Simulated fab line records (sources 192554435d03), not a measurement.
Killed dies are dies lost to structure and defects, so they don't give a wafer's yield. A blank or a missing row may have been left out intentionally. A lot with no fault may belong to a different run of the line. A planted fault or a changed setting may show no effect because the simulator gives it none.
fab line records + flow n5_finfet + part 1 of 2: steps 1 to 40 of 41
record:
- lots: 5
- wafers: 15
- last_day: 19
route steps=1938 shown BEOL_M4@1099 BEOL_M5@1112 BEOL_M11@1556 PASSIVATION@1936
lots that met no fault: taken from a fault-free run of the same line
start_h: start of the lot's first displayed wafer, in hours after the record's first day + wait_h: hours elapsed since this lot's preceding step + " the same as in the row above + L1.1+2: a single row standing in for several wafers + - no value present, or no start provided + * or withheld: withheld + < > ~ a bound
route shown NAME@n: NAME is a module with steps in the file, n the number in the route of the first one + usual: average and standard deviation across the fault-free wafers + same: alike in all rows + chamber/n: place in a boat + sites: per-site readings + _std_site: how widely they spread, as a standard deviation + _edge_site: the outer-site mean with the inner-site mean subtracted + radius_mm: how far each site lies from the wafer's centre + mask NAME#n: copy n + behind: the most recent tool/chamber to have shaped the wafer + hold: cause of the lot's hold/its duration in hours/its outcome + device: names the non-switching transistor (n, p or np) + end of line: tests run on the same wafers once the route is complete + a step without rows: its recipe alone + killed: dies that structure and defects cost at the first sort, which is not the same as the wafer's yield + map: dies across one wafer; x = killed, . = not, _ = none there
set.NAME: the setting that was run; set.NAME@STEP: the one run at that earlier step + model.NAME: the simulator's own value behind a step, which no gauge read
a table for each step, a row for each wafer; lots at some steps of the route
services: a tool's chamber out of use, with start hour (start_h, from the record's first day; less than 0 if before it), hours out, and reason
== steps ==
step: N5_BEOL_M4_ANNEAL_95
recipe:
- temp_c: 400
- time_s: 240
- ambient: vacuum
step: N5_BEOL_M4_SPUTTER_96
recipe:
- material: Cu
- target_thk_a: 45
- temp_c: -20
- chamber_pressure_pa: 0.07
- power_w: withheld
- time_s: 8.29
step: N5_BEOL_M4_ECD_50
recipe:
- material: Cu
- target_thk_a: 3000
step: N5_BEOL_M4_ANNEAL_51
recipe:
- temp_c: 225
- time_s: 90
- ambient: N2
step: N5_BEOL_M4_CMP_52
recipe:
- stop_on: SiOC
- t_overpolish_s: 6.8
- down_force_psi: 1
- platen_rpm: 50
- clearing_platen_down_force_psi: 1.5
- clearing_platen_rpm: 50
- post_cmp_clean: cu_alkaline
- target_thk_nm: 40
- clearing_platen_pad_velocity_m_s: 0.99484
- pad_velocity_m_s: 0.99484
step: N5_BEOL_M4_PRE_CLEAN_60
recipe:
- gas: NH3/H2
- time_s: 15
- temp_c: *
- rf_power_w: 300
step: N5_BEOL_M4_CO_CAP_55
recipe:
- material: Co
- target_thk_a: 20
- temp_c: 200
- precursor: CCTBA/H2
- pressure_torr: 30
- time_s: 102.1
step: N5_BEOL_M4_PRE_CLEAN_56
recipe:
- gas: NH3
- time_s: 15
- temp_c: withheld
- rf_power_w: 300
step: N5_BEOL_M4_DEP_57
recipe:
- material: SiCN
- target_thk_a: 80
- temp_c: withheld
- precursor: 3MS/NH3
- pressure_torr: 3
- rf_w: 202
- time_s: 14
step: N5_BEOL_M4_RC_MEAS_101
usual:
- DIBL_N: 36.6/1.9
- DIBL_P: 36.7/2.2
- IOFF_N: 0.16/0.035
- IOFF_P: 0.22/0.038
- ION_N: 672/14
- ION_P: 462/8.3
- SS_N: 71.6/0.65
- SS_P: 73.5/0.72
- VT_N: 250/3.5
- VT_P: -250/3.1
| lot.wafer | tool      | chamber | start_h | wait_h | DIBL_N[mV/V] | DIBL_P[mV/V] | IOFF_N[nA/um] | IOFF_P[nA/um] | ION_N[uA/um] | ION_P[uA/um] | SS_N[mV/dec] | SS_P[mV/dec] | VT_N[mV] | VT_P[mV] |
|-----------|-----------|---------|---------|--------|--------------|--------------|---------------|---------------|--------------|--------------|--------------|--------------|----------|----------|
| L185.2    | prober-02 | 0       | 223.06  | 0.2    | 40.4         | 41.0         | 0.23          | 0.28          | 669          | 458          | 72.8         | 73.7         | 247      | -247     |
| L185.3    | "         | 0       | "       | "      | 31.4         | 31.7         | 0.08          | 0.14          | 641          | 456          | 70.6         | 72.0         | 259      | -252     |
| L185.6    | "         | 0       | "       | "      | 38.7         | 39.8         | 0.19          | 0.27          | 682          | 472          | 72.1         | 74.0         | 246      | -245     |
| L190.2    | prober-02 | 0       | 257.43  | 0.2    | 35.7         | 35.1         | 0.15          | 0.19          | 672          | 456          | 71.8         | 73.1         | 254      | -252     |
| L190.3    | "         | 0       | "       | "      | 38.4         | 37.6         | 0.20          | 0.24          | 660          | 452          | 72.4         | 74.7         | 250      | -252     |
| L190.6    | "         | 0       | "       | "      | 35.8         | 34.9         | 0.16          | 0.19          | 674          | 458          | 72.3         | 73.1         | 254      | -254     |
| L193.1    | prober-01 | 0       | 271.92  | 0.0    | 36.7         | 36.6         | 0.16          | 0.21          | 663          | 456          | 72.2         | 73.3         | 249      | -252     |
| L193.2    | "         | 0       | "       | "      | 35.8         | 35.7         | 0.15          | 0.20          | 681          | 470          | 71.4         | 73.1         | 248      | -252     |
| L193.3    | "         | 0       | "       | "      | 34.7         | 34.2         | 0.13          | 0.18          | 677          | 462          | 71.1         | 73.0         | 253      | -253     |
| L194.1    | prober-02 | 0       | 279.58  | 0.0    | 35.7         | 36.3         | 0.14          | 0.20          | 675          | 469          | 72.0         | 73.0         | 254      | -251     |
| L194.5    | "         | 0       | "       | "      | 35.3         | 36.2         | 0.14          | 0.20          | 676          | 470          | 70.9         | 72.9         | 252      | -250     |
| L194.6    | "         | 0       | "       | "      | 37.5         | 39.4         | 0.17          | 0.24          | 663          | 452          | 71.9         | 74.2         | 250      | -249     |
| L202.1    | prober-02 | 0       | 319.66  | 0.0    | 36.6         | 36.0         | 0.16          | 0.23          | 682          | 472          | 71.7         | 72.4         | 248      | -246     |
| L202.4    | "         | 0       | "       | "      | 36.7         | 35.6         | 0.17          | 0.23          | 688          | 464          | 71.3         | 73.1         | 247      | -248     |
| L202.5    | "         | 0       | "       | "      | 37.7         | 38.1         | 0.19          | 0.28          | 692          | 478          | 71.9         | 73.1         | 246      | -244     |
step: N5_BEOL_M5_ILD_DEP_00
recipe:
- material: SiCOH_lowk
- target_thk_a: 1406.4
- temp_c: 300
- precursor: DEMS/porogen
- pressure_torr: 5
- rf_w: 500
- time_s: 25.9
step: N5_BEOL_M5_CURE_79
recipe:
- temp_c: 385
- time_s: 240
- ambient: He/Ar
- material: SiCOH_lowk
step: N5_BEOL_M5_PECVD_70
recipe:
- material: SiO2
- target_thk_a: 160
- temp_c: 400
- precursor: TEOS/O2
- pressure_torr: 5.5
- rf_w: 450
- teos_flow_sccm: 53.8
- gas: O2
- flow_sccm: 3000
- time_s: 18
step: N5_BEOL_M5_HM_DEP_02
recipe:
- material: TiN
- target_thk_a: 200
- temp_c: 25
- chamber_pressure_pa: 0.49996
step: N5_BEOL_M5_COAT_59
recipe:
- resist: SOC
- temp_c: 250
- time_s: 60
- spin_rpm: 1500
- resist_thk_nm: 60
step: N5_BEOL_M5_COAT_60
recipe:
- resist: SiARC
- temp_c: 220
- time_s: 60
- spin_rpm: 1500
- resist_thk_nm: 12
step: N5_BEOL_M5_COAT_71
recipe:
- resist: underlayer
- temp_c: 205
- time_s: 60
- spin_rpm: 1500
- resist_thk_nm: 5
step: N5_BEOL_M5_COAT_05
recipe:
- resist: CAR-EUV
- spin_rpm: 1500
- resist_thk_nm: 30
step: N5_BEOL_M5_EBR_07
recipe:
- solvent: PGMEA
- ebr_width_mm: 1.5
step: N5_BEOL_M5_SOFTBAKE_06
recipe:
- temp_c: 110
- time_s: 60
- resist: CAR-EUV
step: N5_BEOL_M5_EXPOSE_08
recipe:
- mask_id: M5
- na: 0.33
- source_shape: annular
- sigma_inner: 0.4
- sigma_outer: 0.8
- polarization: unpolarized
- target_cd_nm: 28
- dose_mj: 35.75
step: N5_BEOL_M5_PEB_09
recipe:
- peb_temp_c: 100
- peb_time_s: 60
- resist: CAR-EUV
step: N5_BEOL_M5_DEVELOP_10
recipe:
- develop_time_s: 30
- developer: TMAH
- resist: CAR-EUV
- rinse_liquid: surfactant_rinse
- dry: air_spin
- dev_temp_c: 23
step: N5_BEOL_M5_DESCUM_16
recipe:
- chemistry: O2
- time_s: 7
- source_power_w: 50
- bias_power_w: 20
- pressure_mtorr: 20
- rf_frequency_hz: 2.712e+07
- temp_c: 40
- resist: CAR-EUV
- o2_flow_sccm: 225
step: N5_BEOL_M5_ETCH_72
recipe:
- chemistry: N2/H2
- target: underlayer
- target_depth_a: 65
- mask_material: CAR-EUV
- time_s: 5.2
- ion_energy_ev: 200
- pressure_mtorr: 30
- source_w: 840
- bias_w: 150
- n2_flow_sccm: 200
- h2_flow_sccm: 200
- ends: cleared
step: N5_BEOL_M5_ETCH_61
recipe:
- chemistry: CF4
- target: SiARC
- target_depth_a: 156
- mask_material: CAR-EUV
- time_s: 26
- ion_energy_ev: 80
- pressure_mtorr: 40
- source_w: 545
- bias_w: 36
- Ar_flow_sccm: 100
- cf4_flow_sccm: 100
- ends: cleared
step: N5_BEOL_M5_ETCH_62
recipe:
- chemistry: N2/H2
- target: SOC
- target_depth_a: 750
- overetch_a: 150
- mask_material: SiARC
- temp_c: 40
- time_s: 112.5
- ion_energy_ev: 200
- pressure_mtorr: 30
- source_w: 840
- bias_w: 150
- n2_flow_sccm: 200
- h2_flow_sccm: 200
step: N5_BEOL_M5_STRIP_63
recipe:
- chemistry: N2/H2
- temp_c: 40
- n2_flow_sccm: 200
- h2_flow_sccm: 200
- rf_frequency_hz: 6e+07
step: N5_BEOL_M5_STRIP_73
recipe:
- chemistry: N2/H2
- temp_c: 40
- n2_flow_sccm: 200
- h2_flow_sccm: 200
- rf_frequency_hz: 6e+07
step: N5_BEOL_M5_STRIP_64
recipe:
- chemistry: CF4
- resist: SiARC
- power_w: 300
- bias_power_w: 75
- pressure_mtorr: 50
- cf4_flow_sccm: 150
- rf_frequency_hz: 6e+07
step: N5_BEOL_M5_HM_OPEN_17
recipe:
- chemistry: Cl2/BCl3
- target_depth_a: 200
- overetch_a: 60
- target: TiN
- mask_material: SOC
- ion_energy_ev: 150
- pressure_mtorr: 10
- icp_w: 1000
- bias_w: 126
- Cl2_flow_sccm: 53.25
- bcl3_flow_sccm: 21.75
- Ar_flow_sccm: 25
step: N5_BEOL_M5_STRIP_19
recipe:
- chemistry: O2
- power_w: 400
- temp_c: 40
- pressure_mtorr: 30
- rf_frequency_hz: 6e+07
- bias_power_w: 0
- overash_fraction: 0.2
- o2_flow_sccm: 225
step: N5_BEOL_M5_COAT_65
recipe:
- resist: SOC
- temp_c: 250
- time_s: 60
- spin_rpm: 1500
- resist_thk_nm: 60
step: N5_BEOL_M5_COAT_66
recipe:
- resist: SiARC
- temp_c: 220
- time_s: 60
- spin_rpm: 1500
- resist_thk_nm: 12
step: N5_BEOL_M11_STRIP_67
recipe:
- chemistry: CF4
- resist: SiARC
- power_w: 300
- bias_power_w: 75
- pressure_mtorr: 50
- cf4_flow_sccm: 150
- rf_frequency_hz: 6e+07
usual:
- bias_power_w: 74.99/0.21
- cf4_flow_sccm: 150.0/0.44
- drypump_motor_current_A: 5.9/0.46
- oes_product_au: 0.77/0.065
- rf_vpp_V: 271.1/1.3
- showerhead_plenum_p_Torr: 1.80/0.049
- throttle_valve_pct: 13.62/0.25
| lot.wafer | tool        | chamber | start_h | wait_h | bias_power_w | cf4_flow_sccm | drypump_motor_current_A | oes_product_au | rf_hours_counter_h | rf_vpp_V | showerhead_plenum_p_Torr | throttle_valve_pct | model.SiARC_of_BEOL_M11_COAT_60.thk_nm |
|-----------|-------------|---------|---------|--------|--------------|---------------|-------------------------|----------------|--------------------|----------|--------------------------|--------------------|----------------------------------------|
| L185.2    | rie_diel-06 | 1       | 284.24  | 0.0    | 74.94        | 149.4         | 5.2                     | 0.87           | 41                 | 272.1    | 1.82                     | 13.62              | 0                                      |
| L185.3    | "           | 2       | "       | "      | 74.92        | 149.2         | 6.0                     | 0.72           | 186                | 272.3    | 1.86                     | 13.67              | 0                                      |
| L185.6    | "           | 1       | "       | "      | 75.21        | 149.7         | 5.2                     | 0.86           | -                  | 272.5    | 1.82                     | 13.61              | 0                                      |
| L190.2    | rie_diel-06 | 1       | 325.95  | 0.0    | -            | -             | -                       | -              | -                  | -        | -                        | -                  | 23.4                                   |
| L190.3    | "           | 0       | "       | "      | -            | -             | -                       | -              | -                  | -        | -                        | -                  | 23.8                                   |
| L190.6    | "           | 1       | "       | "      | -            | -             | -                       | -              | -                  | -        | -                        | -                  | 23.2                                   |
| L193.1    | rie_diel-06 | 0       | 336.34  | 0.0    | -            | -             | -                       | -              | -                  | -        | -                        | -                  | 23.8                                   |
| L193.2    | "           | 3       | "       | "      | -            | -             | -                       | -              | -                  | -        | -                        | -                  | 23.6                                   |
| L193.3    | "           | 1       | "       | "      | -            | -             | -                       | -              | -                  | -        | -                        | -                  | 23.4                                   |
| L194.1    | rie_diel-06 | 2       | 358.69  | 0.0    | -            | -             | -                       | -              | -                  | -        | -                        | -                  | 23.6                                   |
| L194.5    | "           | 3       | "       | "      | -            | -             | -                       | -              | -                  | -        | -                        | -                  | 23.8                                   |
| L194.6    | "           | 2       | "       | "      | -            | -             | -                       | -              | -                  | -        | -                        | -                  | 23.8                                   |
| L202.1    | rie_diel-06 | 2       | 396.10  | 0.0    | 74.68        | 149.9         | 5.9                     | 0.70           | 222                | 272.7    | 1.85                     | 13.78              | 0                                      |
| L202.4    | "           | 0       | "       | "      | 74.92        | 150.3         | 6.6                     | 0.83           | 99                 | 270.5    | 1.82                     | 13.22              | 0                                      |
| L202.5    | "           | 3       | "       | "      | 74.86        | 149.6         | 6.0                     | 0.72           | -                  | 270.2    | 1.79                     | 13.70              | 0                                      |
step: N5_BEOL_M11_STRIP_19
recipe:
- chemistry: O2
- power_w: 400
- temp_c: 40
- pressure_mtorr: 30
- rf_frequency_hz: 6e+07
- bias_power_w: 0
- overash_fraction: 0.2
- o2_flow_sccm: 225
usual:
- chamber_pressure_mTorr: 30.00/0.035
- drypump_motor_current_A: 5.7/0.54
- oes_product_au: 0.77/0.063
- rf_vpp_V: 3.7/0.57
- showerhead_plenum_p_Torr: 2.10/0.06
- throttle_valve_pct: 16.72/0.24
same:
- bias_power_w: 0
| lot.wafer | tool        | chamber | start_h | wait_h | chamber_pressure_mTorr | drypump_motor_current_A | oes_product_au | rf_hours_counter_h | rf_vpp_V | showerhead_plenum_p_Torr | throttle_valve_pct | model.SOC_of_BEOL_M11_COAT_59.thk_nm |
|-----------|-------------|---------|---------|--------|------------------------|-------------------------|----------------|--------------------|----------|--------------------------|--------------------|--------------------------------------|
| L185.2    | rie_diel-01 | 2       | 284.39  | 0.1    | 30.01                  | 5.8                     | 0.76           | 131                | 4.0      | 2.21                     | 16.83              | 0                                    |
| L185.3    | "           | 0       | "       | "      | 30.07                  | 6.0                     | 0.69           | 204                | 4.5      | 2.10                     | 17.06              | 0                                    |
| L185.6    | "           | 0       | "       | "      | 30.02                  | 6.1                     | 0.69           | -                  | 4.0      | 2.10                     | 17.05              | 0                                    |
| L190.2    | rie_diel-06 | 1       | 326.20  | 0.2    | 29.99                  | 5.2                     | 0.84           | 58                 | 4.7      | 2.13                     | 16.76              | 91.8                                 |
| L190.3    | "           | 0       | "       | "      | 30.02                  | 6.6                     | 0.84           | 78                 | 4.2      | 2.12                     | 16.17              | 91.6                                 |
| L190.6    | "           | 1       | "       | "      | 29.98                  | 5.2                     | 0.85           | -                  | 4.5      | 2.13                     | 16.77              | 91.8                                 |
| L193.1    | rie_diel-01 | 3       | 336.49  | 0.1    | 30.00                  | 6.2                     | 0.82           | 91                 | 3.4      | 2.04                     | 16.46              | 91.6                                 |
| L193.2    | "           | 2       | "       | "      | 30.02                  | 5.8                     | 0.74           | 150                | 3.3      | 2.20                     | 16.86              | 92                                   |
| L193.3    | "           | 1       | "       | "      | 29.96                  | 5.8                     | 0.67           | 239                | 3.7      | 1.99                     | 16.96              | 91.8                                 |
| L194.1    | rie_diel-06 | 0       | 358.94  | 0.2    | 29.97                  | 6.6                     | 0.84           | 86                 | 4.2      | 2.12                     | 16.17              | 92.2                                 |
| L194.5    | "           | 1       | "       | "      | 30.07                  | 5.2                     | 0.84           | -                  | 3.2      | 2.13                     | 16.79              | 92                                   |
| L194.6    | "           | 0       | "       | "      | 30.04                  | 6.6                     | 0.85           | -                  | 4.2      | 2.11                     | 16.17              | 92.4                                 |
| L202.1    | rie_diel-01 | 0       | 396.36  | 0.2    | 30.04                  | 6.0                     | 0.66           | 241                | 3.6      | 2.09                     | 17.11              | 0                                    |
| L202.4    | "           | 2       | "       | "      | 29.98                  | 5.9                     | 0.72           | -                  | 2.9      | 2.19                     | 16.89              | 0                                    |
| L202.5    | "           | 0       | "       | "      | 29.99                  | 6.1                     | 0.67           | -                  | 4.4      | 2.09                     | 17.12              | 0                                    |
step: N5_BEOL_M11_ETCH_66
recipe:
- chemistry: N2/H2
- target: SOC
- target_depth_a: 1200
- overetch_a: 240
- mask_material: SiARC
- temp_c: 40
- time_s: 180
- ion_energy_ev: 200
- pressure_mtorr: 30
- source_w: 840
- bias_w: 150
- n2_flow_sccm: 200
- h2_flow_sccm: 200
usual:
- drypump_motor_current_A: 5.7/0.56
- oes_product_au: 0.63/0.049
- rf_vpp_V: 523.9/2
- showerhead_plenum_p_Torr: 2.55/0.07
- throttle_valve_pct: 17.82/0.24
| lot.wafer | tool        | chamber | start_h | wait_h | drypump_motor_current_A | oes_product_au | rf_hours_counter_h | rf_vpp_V | showerhead_plenum_p_Torr | throttle_valve_pct | model.etch.depth_nm |
|-----------|-------------|---------|---------|--------|-------------------------|----------------|--------------------|----------|--------------------------|--------------------|---------------------|
| L185.2    | rie_diel-06 | 0       | 286.28  | 0.0    | 6.6                     | 0.70           | 63                 | 525.4    | 2.59                     | 17.38              | 100.1               |
| L185.3    | "           | 3       | "       | "      | 6.0                     | 0.60           | 177                | 523.2    | 2.52                     | 17.71              | 99.83               |
| L185.6    | "           | 2       | "       | "      | 6.0                     | 0.58           | -                  | 526.3    | 2.63                     | 17.84              | 100.2               |
| L190.2    | rie_diel-06 | 0       | 329.62  | 0.0    | 6.6                     | 0.84           | 79                 | 525.1    | 2.59                     | 17.41              | 141.8               |
| L190.3    | "           | 3       | "       | "      | 5.9                     | 0.72           | 192                | 522.5    | 2.51                     | 17.75              | 139.8               |
| L190.6    | "           | 3       | "       | "      | 6.0                     | 0.72           | -                  | 524.0    | 2.51                     | 17.76              | 140.6               |
| L193.1    | rie_diel-03 | 0       | 337.47  | 0.0    | 5.5                     | 0.85           | 54                 | 523.8    | 2.59                     | 17.77              | 141.9               |
| L193.2    | "           | 2       | "       | "      | 5.1                     | 0.77           | 129                | 525.1    | 2.56                     | 17.93              | 145.6               |
| L193.3    | "           | 3       | "       | "      | 4.7                     | 0.75           | 170                | 522.0    | 2.43                     | 18.05              | 146.8               |
| L194.1    | rie_diel-03 | 1       | 359.51  | 0.0    | 5.0                     | 0.78           | 142                | 521.3    | 2.44                     | 18.16              | 147.1               |
| L194.5    | "           | 2       | "       | "      | 5.1                     | 0.76           | -                  | 523.9    | 2.56                     | 17.95              | 144.9               |
| L194.6    | "           | 1       | "       | "      | 5.0                     | 0.79           | -                  | 521.9    | 2.44                     | 18.14              | 148.5               |
| L202.1    | rie_diel-01 | 0       | 397.61  | 0.0    | 6.1                     | 0.54           | 241                | 523.9    | 2.51                     | 18.13              | 99.77               |
| L202.4    | "           | 2       | "       | "      | 5.9                     | 0.59           | -                  | 527.9    | 2.63                     | 17.88              | 100                 |
| L202.5    | "           | 0       | "       | "      | 6.0                     | 0.54           | -                  | 522.3    | 2.51                     | 18.10              | 100                 |
step: N5_BEOL_M11_VIA_ETCH_34
recipe:
- chemistry: C4F6/O2
- target: SiCOH_lowk
- target_depth_a: 1845
- mask_material: SOC
- taper_deg: 4
- time_s: 69.2
- ion_energy_ev: 250
- pressure_mtorr: 30
- source_w: 345
- bias_w: 185
- Ar_flow_sccm: 300
- C4F6_flow_sccm: 10
- O2_flow_sccm: 10
usual:
- drypump_motor_current_A: 5.7/0.56
- oes_product_au: 0.78/0.067
- rf_vpp_V: 669/9.1
- showerhead_plenum_p_Torr: 2.85/0.081
- throttle_valve_pct: 20.89/0.28
| lot.wafer | tool        | chamber | start_h | wait_h | drypump_motor_current_A | oes_product_au | rf_hours_counter_h | rf_vpp_V | showerhead_plenum_p_Torr | throttle_valve_pct |
|-----------|-------------|---------|---------|--------|-------------------------|----------------|--------------------|----------|--------------------------|--------------------|
| L185.2    | rie_diel-06 | 0       | 286.41  | 0.0    | 6.6                     | 0.86           | 63                 | 663      | 2.88                     | 20.32              |
| L185.3    | "           | 3       | "       | "      | 6.0                     | 0.73           | 177                | 675      | 2.82                     | 20.78              |
| L185.6    | "           | 2       | "       | "      | 5.9                     | 0.72           | -                  | 676      | 2.97                     | 21.07              |
| L190.2    | rie_diel-06 | 0       | 329.74  | 0.0    | 6.6                     | 0.31           | 79                 | 664      | 2.87                     | 20.19              |
| L190.3    | "           | 3       | "       | "      | 6.0                     | 0.28           | 192                | 675      | 2.82                     | 20.63              |
| L190.6    | "           | 3       | "       | "      | 6.0                     | 0.28           | -                  | 674      | 2.82                     | 20.65              |
| L193.1    | rie_diel-03 | 0       | 337.59  | 0.0    | 5.4                     | 0.32           | 55                 | 682      | 2.88                     | 20.64              |
| L193.2    | "           | 2       | "       | "      | 5.1                     | 0.28           | 129                | 657      | 2.86                     | 20.75              |
| L193.3    | "           | 3       | "       | "      | 4.7                     | 0.27           | 170                | 659      | 2.73                     | 20.85              |
| L194.1    | rie_diel-03 | 1       | 359.64  | 0.0    | 5.0                     | 0.29           | 142                | 671      | 2.73                     | 20.99              |
| L194.5    | "           | 2       | "       | "      | 5.1                     | 0.29           | -                  | 659      | 2.86                     | 20.76              |
| L194.6    | "           | 1       | "       | "      | 5.0                     | 0.29           | -                  | 672      | 2.73                     | 21.01              |
| L202.1    | rie_diel-01 | 0       | 397.74  | 0.0    | 6.1                     | 0.66           | 241                | 680      | 2.80                     | 21.13              |
| L202.4    | "           | 2       | "       | "      | 5.9                     | 0.72           | -                  | 675      | 2.95                     | 21.03              |
| L202.5    | "           | 0       | "       | "      | 6.0                     | 0.66           | -                  | 678      | 2.80                     | 21.13              |
step: N5_BEOL_M11_ETCH_41
recipe:
- chemistry: CH3F/O2
- target: SiCN
- target_depth_a: 426
- taper_deg: 2
- time_s: 86
- ion_energy_ev: 120
- mask_material: TiN
- pressure_mtorr: 30
- source_w: 395
- bias_w: 75
- Ar_flow_sccm: 150
- CH3F_flow_sccm: 30
- O2_flow_sccm: 20
usual:
- drypump_motor_current_A: 5.7/0.56
- oes_product_au: 0.78/0.067
- rf_vpp_V: 297.5/1.4
- showerhead_plenum_p_Torr: 2.00/0.058
- throttle_valve_pct: 16.31/0.26
| lot.wafer | tool        | chamber | start_h | wait_h | drypump_motor_current_A | oes_product_au | rf_hours_counter_h | rf_vpp_V | showerhead_plenum_p_Torr | throttle_valve_pct | model.SiARC_of_BEOL_M11_COAT_60.thk_nm |
|-----------|-------------|---------|---------|--------|-------------------------|----------------|--------------------|----------|--------------------------|--------------------|----------------------------------------|
| L185.2    | rie_diel-06 | 0       | -       | -      | 6.6                     | 0.86           | 63                 | 299.4    | 2.02                     | 15.75              | 0                                      |
| L185.3    | "           | 3       | "       | "      | 6.0                     | 0.73           | 177                | 298.1    | 1.99                     | 16.28              | 0                                      |
| L185.6    | "           | 2       | "       | "      | 5.9                     | 0.71           | -                  | 299.4    | 2.09                     | 16.41              | 0                                      |
| L190.2    | rie_diel-06 | 0       | -       | -      | 6.6                     | 0.84           | 79                 | 297.6    | 2.02                     | 15.79              | 11.2                                   |
| L190.3    | "           | 3       | "       | "      | 6.0                     | 0.71           | 192                | 296.4    | 1.98                     | 16.27              | 11.6                                   |
| L190.6    | "           | 3       | "       | "      | 5.9                     | 0.72           | -                  | 297.0    | 1.98                     | 16.29              | 11.4                                   |
| L193.1    | rie_diel-03 | 0       | -       | -      | 5.5                     | 0.85           | 55                 | 297.5    | 2.03                     | 16.21              | 11.2                                   |
| L193.2    | "           | 2       | "       | "      | 5.1                     | 0.76           | 129                | 298.5    | 2.01                     | 16.35              | 11.2                                   |
| L193.3    | "           | 3       | "       | "      | 4.7                     | 0.74           | 170                | 295.8    | 1.91                     | 16.43              | 11                                     |
| L194.1    | rie_diel-03 | 1       | -       | -      | 5.0                     | 0.78           | 142                | 296.7    | 1.92                     | 16.58              | 11.2                                   |
| L194.5    | "           | 2       | "       | "      | 5.1                     | 0.75           | -                  | 298.4    | 2.01                     | 16.35              | 11.2                                   |
| L194.6    | "           | 1       | "       | "      | 5.0                     | 0.78           | -                  | 296.8    | 1.92                     | 16.58              | 11.4                                   |
| L202.1    | rie_diel-01 | 0       | -       | -      | 6.0                     | 0.65           | 241                | 297.2    | 1.97                     | 16.60              | 0                                      |
| L202.4    | "           | 2       | "       | "      | 5.8                     | 0.72           | -                  | 299.7    | 2.08                     | 16.49              | 0                                      |
| L202.5    | "           | 0       | "       | "      | 6.1                     | 0.66           | -                  | 296.3    | 1.97                     | 16.63              | 0                                      |
step: N5_BEOL_M11_OCD_MEAS_38
usual:
- trench_depth_nm: 148/3.1
| lot.wafer | tool   | chamber | start_h | wait_h | trench_depth_nm |
|-----------|--------|---------|---------|--------|-----------------|
| L185.2    | ocd-01 | -       | 286.70  | -      | 146             |
| L185.3    | "      | -       | "       | "      | 145             |
| L185.6    | "      | -       | "       | "      | 143             |
| L190.2    | ocd-02 | -       | 330.03  | -      | -               |
| L190.3    | "      | -       | "       | "      | -               |
| L190.6    | "      | -       | "       | "      | -               |
| L193.1    | ocd-01 | -       | 337.88  | -      | -               |
| L193.2    | "      | -       | "       | "      | -               |
| L193.3    | "      | -       | "       | "      | -               |
| L194.1    | ocd-02 | -       | 359.92  | -      | -               |
| L194.5    | "      | -       | "       | "      | -               |
| L194.6    | "      | -       | "       | "      | -               |
| L202.1    | ocd-02 | -       | 398.02  | -      | 146             |
| L202.4    | "      | -       | "       | "      | 146             |
| L202.5    | "      | -       | "       | "      | 145             |
== key ==
first_sign:
- step: N5_BEOL_M11_STRIP_67
- reading: tool_record
- direction: missing
effect:
- step: N5_BEOL_M11_ETCH_66
- reading: oes_product_au
- direction: up
- sigmas: 2.9
- usual: 0.63
- struck: 0.78
effect:
- step: N5_BEOL_M11_VIA_ETCH_34
- reading: oes_product_au
- direction: down
- sigmas: 7.2
- usual: 0.78
- struck: 0.29
effect:
- step: N5_BEOL_M11_OCD_MEAS_38
- reading: trench_depth_nm
- direction: missing
effect:
- step: N5_PASSIVATION_PROBE_49
- reading: killed_at_M4_up
- direction: up
- sigmas: 99+
- usual: 13
- struck: 1096
model_effect:
- step: N5_BEOL_M11_STRIP_67
- value: SiARC_of_BEOL_M11_COAT_60.thk_nm
- without: 0
- struck: 23.6
model_effect:
- step: N5_BEOL_M11_STRIP_19
- value: SOC_of_BEOL_M11_COAT_59.thk_nm
- without: 0
- struck: 91.91
model_effect:
- step: N5_BEOL_M11_ETCH_66
- value: etch.depth_nm
- without: 100
- struck: 144.1
model_effect:
- step: N5_BEOL_M11_ETCH_41
- value: SiARC_of_BEOL_M11_COAT_60.thk_nm
- without: 0
- struck: 11.27
more_kills_born_at:
- N5_BEOL_M11_ETCH_66@rie_diel-03: 6478
- N5_BEOL_M11_ETCH_66@rie_diel-06: 3247
met_at N5_BEOL_M11_STRIP_67
struck_wafers L190.2,L190.3,L190.6,L193.1,L193.2,L193.3,L194.1,L194.5,L194.6
later_rows_left_out L190.2,L190.3,L190.6,L193.1,L193.2,L193.3,L194.1,L194.5,L194.6
onset_between 284.24 325.95
fault:
- kind: skipped_step_whole
- tool: rie_diel-06
- chamber: -
- onset_h: 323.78
- steps: N5_BEOL_M11_STRIP_67
- scope: struck_lots_only
later_rows_left_out: the simulator's readings of these wafers behind a module that went badly wrong aren't trusted and aren't shown, but for the sort
